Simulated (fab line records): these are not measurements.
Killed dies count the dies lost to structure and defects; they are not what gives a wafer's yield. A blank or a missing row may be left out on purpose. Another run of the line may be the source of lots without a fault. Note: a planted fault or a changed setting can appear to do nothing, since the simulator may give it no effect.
The tool behind it: which one? -- flow nandHarc -- 24 lots with 72 wafers sampled at 6 steps, on a route of 1302 steps

## WHAT THE GAUGES SHOWED, per wafer
NHARC_A_SGD_CUT_OVL_MEAS_10. Usual: overlayXNm 0.0 nm, standard deviation 0.86; overlayYNm -0.2 nm, standard deviation 0.87.
lot,measured,on,overlayXNm (nm),overlayYNm (nm),flag
L074,day 18 06:05,overlay-01,-0.3 -1.1 -0.5,0.4 0.4 0.9,
L075,day 19 14:30,overlay-01,-1.1 -1.1 -0.6,-1.0 -0.6 -0.6,
L077,day 20 02:46,overlay-02,0.5 0.5 0.6,-0.3 -0.4 -0.8,
L076,day 20 03:23,overlay-01,0.2 0.4 0.3,-2.9 -2.2 -2.7,
L078,day 21 03:25,overlay-02,-1.2 -1.4 -1.5,-1.1 -1.1 -0.3,
L080,day 21 08:21,overlay-01,-0.1 0.1 0.0,-0.4 -0.9 0.4,
L079,day 21 08:46,overlay-02,1.6 1.3 0.9,0.0 0.6 0.1,
L082,day 22 01:32,overlay-02,0.2 0.4 -0.2,0.9 0.5 0.2,
L081,day 22 01:41,overlay-01,-0.8 -1.3 -1.1,-1.1 -1.7 -1.2,
L083,day 22 16:17,overlay-01,1.1 0.8 1.0,0.5 -0.4 -0.7,
L084,day 23 06:38,overlay-01,-0.5 -0.5 -0.4,0.9 1.2 0.9,
L085,day 23 07:54,overlay-02,0.3 0.2 0.0,0.3 0.0 0.1,
L086,day 23 21:37,overlay-02,-0.8 -0.8 -1.0,1.3 0.8 0.5,
L087,day 23 22:25,overlay-02,0.2 0.1 -0.3,-0.3 0.3 0.7,
L089,day 25 05:14,overlay-01,0.7 -0.1 0.7,-0.2 0.2 -0.1,
L088,day 25 11:50,overlay-01,-0.1 0.2 0.0,0.4 -0.1 0.0,
L090,day 25 21:31,overlay-01,0.0 0.2 0.0,0.8 0.2 0.7,
L091,day 25 22:22,overlay-02,0.7 0.8 0.5,0.4 0.3 1.1,
L092,day 26 08:11,overlay-02,-0.1 0.2 -0.1,-0.3 -0.8 -0.8,
L093,day 27 02:14,overlay-01,-2.7 -2.0 -1.8,0.4 1.0 0.2,
L094,day 27 02:24,overlay-01,0.5 0.6 0.3,-1.0 -1.4 -1.3,
L095,day 27 19:32,overlay-02,1.2 1.1 0.8,-0.6 0.0 -0.3,
L096,day 28 04:47,overlay-01,-0.4 -0.2 -0.9,-1.7 -1.9 -1.2,
L097,day 28 05:03,overlay-02,0.8 0.8 1.3,0.3 0.2 0.1,

NHARC_A_SLIT_CD_MEAS_09: the cd target is 300 nm. Usual: 299.9 nm for cdNm, sd 0.45.
lot,measured,on,cdNm (nm),flag
L074,day 18 20:43,cdSem-01,299.6 299.6 299.0,
L075,day 20 02:16,cdSem-02,300.0 299.6 300.7,
L077,day 20 14:59,cdSem-02,299.7 299.3 299.3,
L076,day 20 14:08,cdSem-02,299.3 299.9 299.4,
L078,day 21 16:26,cdSem-03,299.9 299.2 299.8,
L080,day 21 22:16,cdSem-03,300.2 300.7 300.2,
L079,day 21 22:07,cdSem-03,299.5 299.6 299.3,
L082,day 22 13:06,cdSem-03,300.0 300.2 300.1,
L081,day 22 13:15,cdSem-01,300.0 299.7 299.6,
L083,day 23 04:14,cdSem-03,299.9 300.5 300.0,
L084,day 23 18:29,cdSem-01,300.6 300.1 300.4,
L085,day 23 19:37,cdSem-03,300.1 299.6 299.1,
L086,day 24 12:35,cdSem-02,299.2 299.2 299.7,
L087,day 24 12:11,cdSem-01,300.3 299.9 299.5,
L089,day 25 19:52,cdSem-03,300.7 300.1 300.4,
L088,day 26 00:56,cdSem-01,300.5 300.1 299.8,
L090,day 26 10:31,cdSem-02,300.0 300.0 300.1,
L091,day 26 11:18,cdSem-01,299.7 300.6 299.7,
L092,day 26 21:25,cdSem-03,300.5 300.7 300.7,
L093,day 27 14:23,cdSem-03,300.3 300.6 300.4,
L094,day 27 13:54,cdSem-01,300.1 300.2 300.2,
L095,day 28 08:19,cdSem-02,299.4 299.5 299.7,
L096,day 28 16:28,cdSem-01,300.0 300.2 300.1,
L097,day 28 16:38,cdSem-03,300.0 300.1 300.3,

NHARC_A_SIN_REMOVE_INSPECT_04. Usual: 384 for rawDefectCount, sd 77.
lot,measured,on,rawDefectCount,flag
L074,day 19 10:59,defectInspect-01,408 391 292,
L075,day 20 15:17,defectInspect-01,490 465 370,
L077,day 21 03:08,defectInspect-02,396 442 342,
L076,day 21 03:08,defectInspect-01,515 402 399,
L078,day 22 05:23,defectInspect-01,252 295 313,
L080,day 22 11:13,defectInspect-01,310 337 415,
L079,day 22 11:13,defectInspect-02,331 397 428,
L082,day 23 02:13,defectInspect-02,403 407 480,
L081,day 23 02:13,defectInspect-01,316 358 299,
L083,day 23 22:25,defectInspect-02,594 429 397,
L084,day 24 10:36,defectInspect-01,266 325 334,
L085,day 24 10:38,defectInspect-02,332 358 303,
L086,day 25 01:21,defectInspect-01,362 340 384,
L087,day 25 01:20,defectInspect-02,419 458 412,
L089,day 26 08:56,defectInspect-01,416 349 479,
L088,day 26 14:46,defectInspect-01,384 433 357,
L090,day 26 23:38,defectInspect-02,434 500 421,
L091,day 27 02:59,defectInspect-02,418 424 394,
L092,day 27 10:29,defectInspect-02,338 328 298,
L093,day 28 04:59,defectInspect-01,378 401 279,
L094,day 28 03:09,defectInspect-02,285 348 490,
L095,day 29 03:41,defectInspect-02,397 487 337,
L096,day 29 07:30,defectInspect-01,324 346 417,
L097,day 29 11:20,defectInspect-01,263 285 255,

## TOOL THAT RAN EACH LOT (tool first, then ch and the chambers of the sampled wafers, then the start)
lot,NHARC_A_STAIRCASE_ETCHBACK_157,NHARC_A_SGD_CUT_DEP_00,NHARC_A_SGD_CUT_DESCUM_14
L074,"rieDiel-04 ch 1,2,3, day 18 04:27","pecvd-03 ch 1,2, day 18 05:25","rieDiel-12 ch 0,1,3, day 18 06:11"
L075,"rieDiel-09 ch 1,2,3, day 19 12:52","pecvd-01 ch 0,1,2, day 19 13:49","rieDiel-08 ch 0,2,3, day 19 14:37"
L077,"rieDiel-01 ch 0,1,3, day 20 01:04","pecvd-02 ch 0,1,2, day 20 02:10","rieDiel-08 ch 2,3, day 20 02:52"
L076,"rieDiel-04 ch 0,2, day 20 01:17","pecvd-03 ch 0,2, day 20 02:37","rieDiel-12 ch 1,2,3, day 20 03:30"
L078,"rieDiel-04 ch 0,1,3, day 21 01:41","pecvd-01 ch 0,1,2, day 21 02:37","rieDiel-05 ch 1,2, day 21 03:31"
L080,"rieDiel-01 ch 1,2,3, day 21 06:42","pecvd-01 ch 1,2, day 21 07:42","rieDiel-12 ch 0,2, day 21 08:28"
L079,"rieDiel-09 ch 2,3, day 21 06:59","pecvd-02 ch 0,1, day 21 07:58","rieDiel-08 ch 0,3, day 21 08:52"
L082,"rieDiel-04 ch 0,1,3, day 21 23:35","pecvd-03 ch 1,2, day 22 00:51","rieDiel-08 ch 2,3, day 22 01:38"
L081,"rieDiel-04 ch 1,2,3, day 21 23:43","pecvd-02 ch 0,1,2, day 22 00:52","rieDiel-05 ch 0,2,3, day 22 01:47"
L083,"rieDiel-04 ch 2,3, day 22 14:31","pecvd-03 ch 0,1, day 22 15:30","rieDiel-12 ch 0,1,3, day 22 16:24"
L084,"rieDiel-09 ch 0,1, day 23 05:01","pecvd-02 ch 1,2, day 23 05:58","rieDiel-05 ch 1,2,3, day 23 06:46"
L085,"rieDiel-01 ch 0,1,3, day 23 06:16","pecvd-02 ch 0,1,2, day 23 07:13","rieDiel-12 ch 0,1,2, day 23 08:00"
L086,"rieDiel-04 ch 0,1,2, day 23 19:59","pecvd-01 ch 0,1,2, day 23 20:59","rieDiel-05 ch 0,2,3, day 23 21:44"
L087,"rieDiel-04 ch 0,1,3, day 23 20:37","pecvd-01 ch 1,2, day 23 21:36","rieDiel-12 ch 0,2,3, day 23 22:31"
L089,"rieDiel-09 ch 1,2,3, day 25 03:26","pecvd-03 ch 1,2, day 25 04:25","rieDiel-05 ch 1,3, day 25 05:20"
L088,"rieDiel-04 ch 0,3, day 25 10:02","pecvd-02 ch 0,1,2, day 25 11:02","rieDiel-12 ch 1,2, day 25 11:57"
L090,"rieDiel-09 ch 0,2,3, day 25 19:52","pecvd-01 ch 0,1,2, day 25 20:50","rieDiel-08 ch 0,1,2, day 25 21:38"
L091,"rieDiel-09 ch 1,2,3, day 25 20:36","pecvd-01 ch 0,2, day 25 21:34","rieDiel-12 ch 1,3, day 25 22:28"
L092,"rieDiel-09 ch 0,1,3, day 26 06:25","pecvd-02 ch 0,2, day 26 07:26","rieDiel-05 ch 0,1, day 26 08:17"
L093,"rieDiel-04 ch 0,1, day 27 00:22","pecvd-03 ch 0,1, day 27 01:27","rieDiel-08 ch 1,3, day 27 02:20"
L094,"rieDiel-01 ch 1,2, day 27 00:38","pecvd-01 ch 0,2, day 27 01:38","rieDiel-05 ch 1,3, day 27 02:30"
L095,"rieDiel-09 ch 2,3, day 27 17:46","pecvd-02 ch 0,1, day 27 18:47","rieDiel-08 ch 0,2, day 27 19:39"
L096,"rieDiel-09 ch 0,2,3, day 28 03:02","pecvd-01 ch 0,1,2, day 28 04:01","rieDiel-05 ch 1,2, day 28 04:53"
L097,"rieDiel-09 ch 0,1, day 28 03:16","pecvd-01 ch 0,1,2, day 28 04:14","rieDiel-08 ch 0,1, day 28 05:08"
- NHARC_A_STAIRCASE_ETCHBACK_157: etches the open film in CH3F/O2, target depth 90 nm, time 167.14 s.
- NHARC_A_SGD_CUT_DEP_00: deposits SiNx, target thk 50 nm.
- NHARC_A_SGD_CUT_DESCUM_14: chemistry O2, time 3 s.

## AS READ BY THE TOOLS THEMSELVES (means over the sampled wafers that have a number; for cases with no such wafer, the mark the record gives instead)
NHARC_A_STAIRCASE_ETCHBACK_157. Usual: drypumpMotorCurrentA 5.6 A, standard deviation 0.37; oesProductAu 0.967 a.u., standard deviation 0.029; rfFwdPowerW 497.7 W, standard deviation 1.6; rfVppV 244.4 V, standard deviation 1.7; showerheadPlenumPTorr 2.46 Torr, standard deviation 0.1; throttleValvePct 20.663 %, standard deviation 0.0087.
lot,tool,drypumpMotorCurrentA (A),oesProductAu (a.u.),rfFwdPowerW (W),rfVppV (V),showerheadPlenumPTorr (Torr),throttleValvePct (%),flag
L074,rieDiel-04,5.8,0.934,498.1,245.7,2.55,20.664,
L075,rieDiel-09,5.4,1.000,496.3,244.8,2.49,20.665,
L077,rieDiel-01,5.8,0.997,498.0,241.4,2.31,20.651,
L076,rieDiel-04,5.4,0.994,498.5,244.0,2.46,20.667,
L078,rieDiel-04,5.8,0.971,497.8,245.4,2.51,20.659,
L080,rieDiel-01,5.8,0.921,497.9,243.8,2.38,20.657,
L079,rieDiel-09,5.5,0.931,498.7,243.6,2.43,20.671,
L082,rieDiel-04,5.8,0.998,499.5,244.4,2.51,20.669,
L081,rieDiel-04,5.8,0.966,498.0,245.6,2.54,20.666,
L083,rieDiel-04,6.0,0.994,499.3,247.2,2.59,20.658,
L084,rieDiel-09,5.3,1.001,495.8,243.9,2.50,20.659,
L085,rieDiel-01,5.8,0.976,497.5,241.9,2.29,20.658,
L086,rieDiel-04,5.5,0.995,496.3,244.9,2.46,20.663,
L087,rieDiel-04,5.8,0.981,496.7,245.1,2.50,20.665,
L089,rieDiel-09,5.4,0.991,499.0,245.3,2.48,20.658,
L088,rieDiel-04,6.0,0.977,497.5,245.4,2.55,20.661,
L090,rieDiel-09,5.4,0.956,497.0,244.4,2.43,20.666,
L091,rieDiel-09,5.4,0.930,497.3,244.9,2.48,20.673,
L092,rieDiel-09,5.3,0.951,497.2,244.3,2.49,20.664,
L093,rieDiel-04,5.5,0.924,499.1,243.2,2.41,20.668,
L094,rieDiel-01,5.3,0.951,498.7,242.8,2.35,20.661,
L095,rieDiel-09,5.4,0.946,498.4,244.5,2.47,20.653,
L096,rieDiel-09,5.4,0.999,496.8,243.7,2.42,20.664,
L097,rieDiel-09,5.3,0.934,496.5,244.0,2.48,20.663,

NHARC_A_SGD_CUT_DEP_00. Usual: heaterPowerW 673 W, standard deviation 87; rfFwdPowerW 447.3 W, standard deviation 1.5.
lot,tool,heaterPowerW (W),rfFwdPowerW (W),flag
L074,pecvd-03,602,446.8,
L075,pecvd-01,705,448.3,
L077,pecvd-02,641,446.5,
L076,pecvd-03,781,447.6,
L078,pecvd-01,670,447.3,
L080,pecvd-01,614,447.5,
L079,pecvd-02,678,447.3,
L082,pecvd-03,693,447.6,
L081,pecvd-02,665,446.7,
L083,pecvd-03,705,447.5,
L084,pecvd-02,580,445.9,
L085,pecvd-02,664,447.7,
L086,pecvd-01,649,448.0,
L087,pecvd-01,646,447.3,
L089,pecvd-03,638,446.5,
L088,pecvd-02,684,446.8,
L090,pecvd-01,692,448.7,
L091,pecvd-01,673,447.6,
L092,pecvd-02,708,447.2,
L093,pecvd-03,673,444.6,
L094,pecvd-01,656,448.0,
L095,pecvd-02,711,447.3,
L096,pecvd-01,679,447.1,
L097,pecvd-01,664,448.1,

NHARC_A_SGD_CUT_DESCUM_14. Usual: drypumpMotorCurrentA 5.6 A, standard deviation 0.39; oesProductAu 0.997 a.u., standard deviation 0.0068; rfVppV 57.8 V, standard deviation 0.83; showerheadPlenumPTorr 1.90 Torr, standard deviation 0.073; throttleValvePct 11.311 %, standard deviation 0.0092.
lot,tool,drypumpMotorCurrentA (A),oesProductAu (a.u.),rfVppV (V),showerheadPlenumPTorr (Torr),throttleValvePct (%),flag
L074,rieDiel-12,5.9,0.997,58.1,1.92,11.305,
L075,rieDiel-08,5.5,0.999,57.9,1.92,11.312,
L077,rieDiel-08,5.6,0.994,57.2,1.87,11.316,
L076,rieDiel-12,5.8,1.000,56.8,1.90,11.311,
L078,rieDiel-05,5.4,0.995,56.7,1.85,11.313,
L080,rieDiel-12,5.3,1.001,57.6,1.89,11.317,
L079,rieDiel-08,5.3,0.997,57.4,1.98,11.309,
L082,rieDiel-08,5.6,0.991,57.7,1.87,11.314,
L081,rieDiel-05,5.7,0.993,58.0,1.90,11.310,
L083,rieDiel-12,5.9,0.989,57.2,1.92,11.303,
L084,rieDiel-05,5.7,0.999,58.3,1.89,11.314,
L085,rieDiel-12,5.4,1.001,57.5,1.90,11.314,
L086,rieDiel-05,5.7,1.001,57.8,1.90,11.318,
L087,rieDiel-12,5.7,0.997,57.6,1.88,11.314,
L089,rieDiel-05,5.8,1.000,58.4,1.94,11.302,
L088,rieDiel-12,5.5,0.996,58.5,1.91,11.308,
L090,rieDiel-08,5.6,0.999,58.7,1.89,11.312,
L091,rieDiel-12,6.2,0.999,58.8,1.91,11.310,
L092,rieDiel-05,5.3,0.990,58.4,2.00,11.309,
L093,rieDiel-08,5.8,0.991,57.1,1.82,11.315,
L094,rieDiel-05,5.5,0.998,58.4,1.96,11.309,
L095,rieDiel-08,5.5,0.997,58.0,1.90,11.310,
L096,rieDiel-05,5.5,0.994,56.7,1.85,11.307,
L097,rieDiel-08,5.4,0.990,58.2,1.95,11.309,

## THE ANSWER, worked out from the rows above alone
Rule: a lot counts as off when the mean over its wafers that have a number is more than 3 standard deviations away from the usual mean. Also off: a lot with no number at a reading for which 4 or more lots have one. All remaining lots with rows at the step are treated as sound. Order of review: gauges by route order, followed by the tools' own readings, for which a lot's mean as printed above is used. At the first step where some lot is off, the reading lying furthest off is the one used; lots without a number count as furthest.
Across all readings shown, no lot is off: no conclusion can be drawn from this.

## WHAT WAS PUT IN BY THE SIMULATOR
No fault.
